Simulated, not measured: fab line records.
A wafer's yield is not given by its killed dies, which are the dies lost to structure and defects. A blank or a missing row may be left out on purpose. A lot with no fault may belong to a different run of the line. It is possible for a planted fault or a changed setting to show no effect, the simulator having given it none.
Code-filled problem report in 8D (eight disciplines) form    flow n5Finfet    the parts of the form that need people (team, actions taken, sign-off) are left out

== 1. WHAT IS WRONG ==
N5_BEOL_M6_EXPOSE_25, exposureDoseMJCm2: mean 46.55 on 3 wafers (1 lot); fault-free wafers 45.12, standard deviation 0.22. Measured from the usual mean, that is +6.5 standard deviations.
The step: exposes mask V5, target cd 40 nm.
First seen on wafer L999.1, day 11 15:20, on euvScanner-02. The record has a number at this step for 24 wafers belonging to 8 lots. By rule, "out" or "out of limits" means more than 4 standard deviations away from the usual mean. Any other wafer with a number is counted as sound.

== 2. WHAT IT IS, AND WHAT IT ISN'T ==
question                     is                      is not
which readings at this step  exposureDoseMJCm2       focusOffsetNm
which lots                   L999                    L103, L111, L989, L990, L991, L992, L994
which wafers of those lots   all that have a number  -
read on which tools          euvScanner-02           euvScanner-01
when                         from day 11 15:20       up to then (15 sound wafers); but 6 sound wafers of L103, L111 came after

== 3. SUSPECTS, AND WHAT RULES EACH OUT ==
Counting: a tool at any process step up to the reading remains a suspect when it ran all the lots that are out and ran no sound lot after the first of those.
- rieDiel-01 at N5_BEOL_M6_STRIP_67 (strips in CF4): ruled out as a lasting fault. The sound lots L103 went through it after L999, its earliest lot that is out (day 11 14:47).
- euvScanner-02 at N5_BEOL_M6_EXPOSE_25 (exposes mask V5, target cd 40 nm): kept. It ran the lot that is out, L999 (day 11 15:20), and no sound lot after that; its last sound lot up to then is L992 (day 9 14:04). On those wafers its own readings are out: exposureDoseMJCm2.
After counting, what remains is euvScanner-02 at N5_BEOL_M6_EXPOSE_25.

== 4. THE CAUSE (what the simulator had put in) ==
Drift in process parameters on euvScanner-02 at N5_BEOL_M6_EXPOSE_25, starting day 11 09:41. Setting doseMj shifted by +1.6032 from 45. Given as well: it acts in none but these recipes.
Counting left only this tool.

== 5. THE EFFECT CHAIN, in route order ==
Each row: a reading whose mean over the struck wafers that have a number lies more than 3 standard deviations from the usual. Only readings for which the record gives a usual standard deviation are gone through. hours: the time from each lot's start at the first step in this table that gives one to its start at this step, as a median over the lots. sigmas: the change in usual standard deviations.
hours  step                   reading            usual     on struck wafers  change  sigmas
0      N5_BEOL_M6_EXPOSE_25   exposureDoseMJCm2  45.12     46.55             +1.43   +6.5
0      N5_BEOL_M6_CD_MEAS_28  cdNm               40.01 nm  40.74             +0.73   +3.2
The process steps in it:
- N5_BEOL_M6_EXPOSE_25: exposes mask V5, target cd 40 nm.

== 6. WHAT WOULD HAVE CAUGHT IT SOONER ==
6 hours passed between the start of the fault at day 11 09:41 and the first reading out of limits in this record, taken at day 11 15:20.
